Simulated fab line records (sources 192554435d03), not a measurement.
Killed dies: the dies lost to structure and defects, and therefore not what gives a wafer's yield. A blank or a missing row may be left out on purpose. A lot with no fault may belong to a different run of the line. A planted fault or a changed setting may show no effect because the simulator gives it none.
fab line records	flow n5_finfet	part 2 of 2: steps 19 to 28 of 28
[record] lots = 5	wafers = 15	last_day = 17
route steps=1938 shown BEOL_M5@1142
lots that met no fault: taken from a fault-free run of the same line
start_h: start of the lot's first displayed wafer, in hours after the record's first day	wait_h: hours elapsed since this lot's preceding step	" repeats the value in the row above	L1.1+2: several wafers, shown together as one row	- no value present, or no start provided	* or withheld: withheld	< > ~ a bound
route shown NAME@n: NAME is a module with steps in the file, n the number in the route of the first one	usual: the fault-free wafers' mean and standard deviation	same: alike in all rows	chamber/n: place in a boat	sites: readings site by site	_std_site: how widely they spread, as a standard deviation	_edge_site: inner sites' mean taken away from outer sites' mean	radius_mm: for every site, how far away it sits from the centre of the wafer	mask NAME#n: copy n	behind: the last tool/chamber to shape the wafer	hold: what put the lot on hold/how long, in hours/how the hold closed	device: the transistor (n, p or np) that didn't switch	end of line: the route-end tests of the same wafers	for a step that has no rows: nothing shown but its recipe	killed: count of dies lost to structure and defects at first sort (not the wafer's yield)	map: per-die view of a wafer (x killed, . not killed, _ where there is no die)
set.NAME: the run value of the setting; set.NAME@STEP: its run value at that earlier step	model.NAME: the simulator's own value behind a step, which no gauge read
a table for each step, a row for each wafer; lots at some steps of the route
services: the hour from which a tool's chamber was out of use, counted from the record's first day as start_h (under 0 if before that day), plus the number of hours and why
[[steps]]
[step N5_BEOL_M5_TRENCH_ETCH_37]
[recipe] chemistry = C4F6/O2	target_depth_a = 716.52	target = SiCOH_lowk	time_s = 24.7	ion_energy_ev = 250	pressure_mtorr = 30	source_w = 345	bias_w = 185	Ar_flow_sccm = 300	C4F6_flow_sccm = 10	O2_flow_sccm = 10
[usual] drypump_motor_current_A = 5.9/0.53	oes_ar_750_au = 0.76/0.094	oes_f_703_au = 0.76/0.095	oes_product_au = 0.76/0.095	rf_vpp_V = 668/8	showerhead_plenum_p_Torr = 2.85/0.095	throttle_valve_pct = 21.02/0.25
lot.wafer	tool	chamber	start_h	wait_h	drypump_motor_current_A	oes_ar_750_au	oes_f_703_au	oes_product_au	rf_hours_counter_h	rf_vpp_V	showerhead_plenum_p_Torr	throttle_valve_pct
L078.2	rie_diel-05	0	-	-	5.4	0.68	0.68	0.68	223	670	2.81	21.02
L078.3	"	3	"	"	5.6	0.71	0.71	0.70	209	676	2.81	21.41
L078.6	"	3	"	"	5.6	0.71	0.70	0.71	-	675	2.81	21.42
L080.3	rie_diel-05	2	-	-	5.5	0.93	0.93	0.93	5	659	2.79	20.52
L080.4	"	1	"	"	6.8	0.69	0.70	0.70	226	674	2.81	21.18
L080.6	"	1	"	"	6.8	0.69	0.69	0.70	-	677	2.81	21.17
L085.1	rie_diel-02	2	-	-	5.6	0.74	0.74	0.72	162	677	2.84	20.69
L085.3	"	0	"	"	6.0	0.69	0.69	0.68	240	664	2.80	21.36
L085.4	"	0	"	"	6.0	0.69	0.68	0.68	-	665	2.80	21.36
L086.2	rie_diel-04	2	-	-	5.5	0.74	0.74	0.73	197	672	2.93	20.97
L086.5	"	2	"	"	5.5	0.74	0.74	0.74	-	672	2.93	20.97
L086.6	"	1	"	"	6.6	0.74	0.75	0.74	-	653	2.72	21.11
L094.2	rie_diel-05	2	-	-	5.5	0.87	0.87	0.88	26	658	2.78	20.57
L094.3	"	2	"	"	5.5	0.88	0.87	0.89	-	659	2.78	20.54
L094.4	"	1	"	"	6.7	0.67	0.67	0.67	-	675	2.80	21.18
[step N5_BEOL_M5_ETCH_41]
[recipe] chemistry = CH3F/O2	target = SiCN	target_depth_a = 315	taper_deg = 2	time_s = 56.7	ion_energy_ev = 120	mask_material = TiN	pressure_mtorr = 30	source_w = 395	bias_w = 75	Ar_flow_sccm = 150	CH3F_flow_sccm = 30	O2_flow_sccm = 20
[usual] drypump_motor_current_A = 5.9/0.53	oes_product_au = 0.76/0.096	rf_vpp_V = 297.5/1.6	showerhead_plenum_p_Torr = 2.00/0.069	throttle_valve_pct = 16.44/0.26
lot.wafer	tool	chamber	start_h	wait_h	drypump_motor_current_A	oes_product_au	rf_hours_counter_h	rf_vpp_V	showerhead_plenum_p_Torr	throttle_valve_pct
L078.2	rie_diel-05	0	-	-	5.4	0.68	223	296.6	1.97	16.50
L078.3	"	3	"	"	5.6	0.70	209	297.7	1.98	16.83
L078.6	"	3	"	"	5.6	0.70	-	297.8	1.98	16.83
L080.3	rie_diel-05	2	-	-	5.5	0.93	5	295.8	1.96	15.89
L080.4	"	1	"	"	6.7	0.70	226	297.2	1.97	16.60
L080.6	"	1	"	"	6.7	0.70	-	297.0	1.97	16.59
L085.1	rie_diel-02	2	-	-	5.6	0.73	162	295.6	2.00	16.18
L085.3	"	0	"	"	6.0	0.69	240	296.4	1.97	16.78
L085.4	"	0	"	"	6.0	0.69	-	297.5	1.97	16.78
L086.2	rie_diel-04	2	-	-	5.5	0.73	197	297.5	2.07	16.42
L086.5	"	2	"	"	5.5	0.74	-	298.4	2.07	16.42
L086.6	"	1	"	"	6.6	0.74	-	295.1	1.91	16.51
L094.2	rie_diel-05	2	-	-	5.5	0.87	26	297.5	1.96	15.92
L094.3	"	2	"	"	5.5	0.88	-	296.2	1.96	15.93
L094.4	"	1	"	"	6.7	0.67	-	296.9	1.96	16.65
[step N5_BEOL_M5_STRIP_91]
[recipe] chemistry = N2/H2	time_s = 10	power_w = 450	temp_c = 40	pressure_mtorr = 20	rf_frequency_hz = 6e+07	bias_power_w = 7	n2_flow_sccm = 200	h2_flow_sccm = 200
[usual] drypump_motor_current_A = 5.9/0.53	oes_product_au = 0.76/0.096	rf_vpp_V = 59.2/0.95	showerhead_plenum_p_Torr = 2.54/0.088	throttle_valve_pct = 23.72/0.25
lot.wafer	tool	chamber	start_h	wait_h	drypump_motor_current_A	oes_product_au	rf_hours_counter_h	rf_vpp_V	showerhead_plenum_p_Torr	throttle_valve_pct
L078.2	rie_diel-05	0	-	-	5.4	0.68	223	58.5	2.51	23.73
L078.3	"	3	"	"	5.6	0.71	209	58.6	2.51	24.05
L078.6	"	3	"	"	5.6	0.71	-	59.4	2.51	24.04
L080.3	rie_diel-05	2	-	-	5.5	0.95	5	58.6	2.50	23.46
L080.4	"	1	"	"	6.7	0.70	226	58.1	2.50	23.85
L080.6	"	1	"	"	6.7	0.69	-	58.4	2.50	23.83
L085.1	rie_diel-02	2	-	-	5.6	0.73	162	60.4	2.54	23.40
L085.3	"	0	"	"	6.0	0.69	240	57.8	2.50	24.23
L085.4	"	0	"	"	6.0	0.70	-	58.8	2.50	24.23
L086.2	rie_diel-04	2	-	-	5.5	0.74	197	60.3	2.63	23.61
L086.5	"	2	"	"	5.5	0.74	-	60.5	2.63	23.61
L086.6	"	1	"	"	6.6	0.74	-	59.1	2.42	24.01
L094.2	rie_diel-05	2	-	-	5.5	0.89	27	62.0	2.49	23.52
L094.3	"	2	"	"	5.5	0.87	-	60.9	2.49	23.51
L094.4	"	1	"	"	6.7	0.67	-	57.4	2.49	23.87
[step N5_BEOL_M5_OCD_MEAS_38]
[usual] trench_depth_nm = 71.3/1
lot.wafer	tool	chamber	start_h	wait_h	trench_depth_nm
L078.2	ocd-01	-	214.34	-	70.9
L078.3	"	-	"	"	69.3
L078.6	"	-	"	"	69.8
L080.3	ocd-02	-	243.74	-	72.6
L080.4	"	-	"	"	72.8
L080.6	"	-	"	"	72.6
L085.1	ocd-02	-	269.78	-	70.3
L085.3	"	-	"	"	69.8
L085.4	"	-	"	"	69.7
L086.2	ocd-01	-	275.22	-	71.0
L086.5	"	-	"	"	71.3
L086.6	"	-	"	"	71.4
L094.2	ocd-02	-	314.25	-	72.6
L094.3	"	-	"	"	72.5
L094.4	"	-	"	"	71.1
[step N5_BEOL_M5_HM_STRIP_39]
[recipe] chemistry = peroxide_tin_strip	material = TiN	target_depth_a = 250	temp_c = 50	time_s = 158
lot.wafer	tool	chamber	start_h	wait_h
L078.2+3+6	wet_bench-04	5,3,6	214.38	0.0
L080.3+4+6	wet_bench-05	1,3,2	243.77	0.0
L085.1+3+4	wet_bench-02	6,4,3	269.81	0.0
L086.2+5+6	wet_bench-05	7,4,3	275.25	0.0
L094.2+3+4	wet_bench-05	1,7,5	314.28	0.0
[step N5_BEOL_M5_SRD_40]
[recipe] time_s = 30	temp_c = 23	rinse_liquid = diw	dry = ipa_marangoni
lot.wafer	tool	chamber	start_h	wait_h
L078.2+3+6	wet_bench-04	5,3,6	214.43	0.0
L080.3+4+6	wet_bench-05	1,3,2	243.82	0.0
L085.1+3+4	wet_bench-02	6,4,3	269.86	0.0
L086.2+5+6	wet_bench-05	7,4,3	275.30	0.0
L094.2+3+4	wet_bench-05	1,7,5	314.33	0.0
[step N5_BEOL_M5_PRECLEAN_42]
[recipe] chemistry = residue_remover	time_s = 60	temp_c = 40
lot.wafer	tool	chamber	start_h	wait_h
L078.2+3+6	wet_bench-04	5,3,6	214.45	0.0
L080.3+4+6	wet_bench-05	1,3,2	243.84	0.0
L085.1+3+4	wet_bench-02	6,4,3	269.88	0.0
L086.2+5+6	wet_bench-05	7,4,3	275.32	0.0
L094.2+3+4	wet_bench-05	1,7,5	314.34	0.0
[step N5_BEOL_M5_SRD_43]
[recipe] time_s = 30	temp_c = 23	rinse_liquid = diw	dry = ipa_marangoni
lot.wafer	tool	chamber	start_h	wait_h
L078.2+3+6	wet_bench-04	5,3,6	214.46	0.0
L080.3+4+6	wet_bench-05	1,3,2	243.85	0.0
L085.1+3+4	wet_bench-02	6,4,3	269.89	0.0
L086.2+5+6	wet_bench-05	7,4,3	275.34	0.0
L094.2+3+4	wet_bench-05	1,7,5	314.36	0.0
[step N5_BEOL_M5_CD_MEAS_35]
[recipe] target_cd_nm = 28	target_cd_y_nm = 24	polarity = opening
[usual] cd_nm = 28.00/0.29
lot.wafer	tool	chamber	start_h	wait_h	cd_nm
L078.2	cd_sem-01	-	214.51	0.0	28.41
L078.3	"	-	"	"	28.30
L078.6	"	-	"	"	27.69
L080.3	cd_sem-01	-	243.90	0.0	28.05
L080.4	"	-	"	"	28.08
L080.6	"	-	"	"	27.88
L085.1	cd_sem-02	-	269.93	0.0	27.63
L085.3	"	-	"	"	27.73
L085.4	"	-	"	"	27.82
L086.2	cd_sem-02	-	275.38	0.0	27.44
L086.5	"	-	"	"	27.69
L086.6	"	-	"	"	27.38
L094.2	cd_sem-01	-	314.40	0.0	28.53
L094.3	"	-	"	"	28.35
L094.4	"	-	"	"	28.11
[step N5_BEOL_M5_CURE_80]
[recipe] temp_c = 370	time_s = 120	ambient = DMADMS/He	material = SiCOH_lowk
[usual] lamp_power_pct = 52.31/0.049	wafer_temp_C_max = 372.1/0.93
lot.wafer	tool	chamber	start_h	wait_h	lamp_power_pct	wafer_temp_C_max
L078.2	uv_cure-01	1	214.61	0.1	52.21	370.6
L078.3	"	1	"	"	52.38	371.3
L078.6	"	1	"	"	52.32	371.3
L080.3	uv_cure-01	1	244.13	0.2	52.33	371.1
L080.4	"	1	"	"	52.29	371.2
L080.6	"	1	"	"	52.30	370.8
L085.1	uv_cure-02	1	269.97	0.0	52.30	372.7
L085.3	"	1	"	"	52.31	371.7
L085.4	"	1	"	"	52.32	372.1
L086.2	uv_cure-02	1	275.47	0.1	52.34	373.1
L086.5	"	1	"	"	52.27	372.2
L086.6	"	1	"	"	52.43	372.2
L094.2	uv_cure-03	1	314.49	0.1	52.35	373.2
L094.3	"	1	"	"	52.33	372.4
L094.4	"	1	"	"	52.29	372.9
[[services]]
tool	chamber	start_h	hours	kind
uv_cure-01	-	191.61	6.0	pm
euv_scanner-02	-	197.40	1.0	pm
euv_scanner-01	-	198.41	1.0	pm
rie_diel-02	0	202.66	7.8	repair
rie_diel-02	2	206.69	6.6	repair
rie_diel-05	2	209.91	-	clean
rie_diel-05	2	209.91	-	consumable_replace:focus_ring
rie_diel-05	2	209.91	14.9	scheduled_down
rie_diel-05	2	209.91	14.9	vent_cycle
uv_cure-03	-	213.11	1.6	repair
uv_cure-02	-	238.24	6.0	pm
euv_scanner-02	-	247.50	4.6	pm
euv_scanner-02	-	253.55	1.0	pm
euv_scanner-01	-	254.56	1.0	pm
rie_diel-02	3	267.45	4.0	repair
uv_cure-03	-	271.63	2.1	pm
rie_diel-02	-	275.75	2.8	pm
euv_scanner-01	-	276.89	25.6	repair
uv_cure-03	-	287.93	0.3	repair
uv_cure-01	-	299.81	3.4	pm
euv_scanner-01	-	303.59	4.6	pm
uv_cure-02	-	305.01	7.5	pm
euv_scanner-02	-	309.70	1.0	pm
euv_scanner-01	-	310.71	1.0	pm
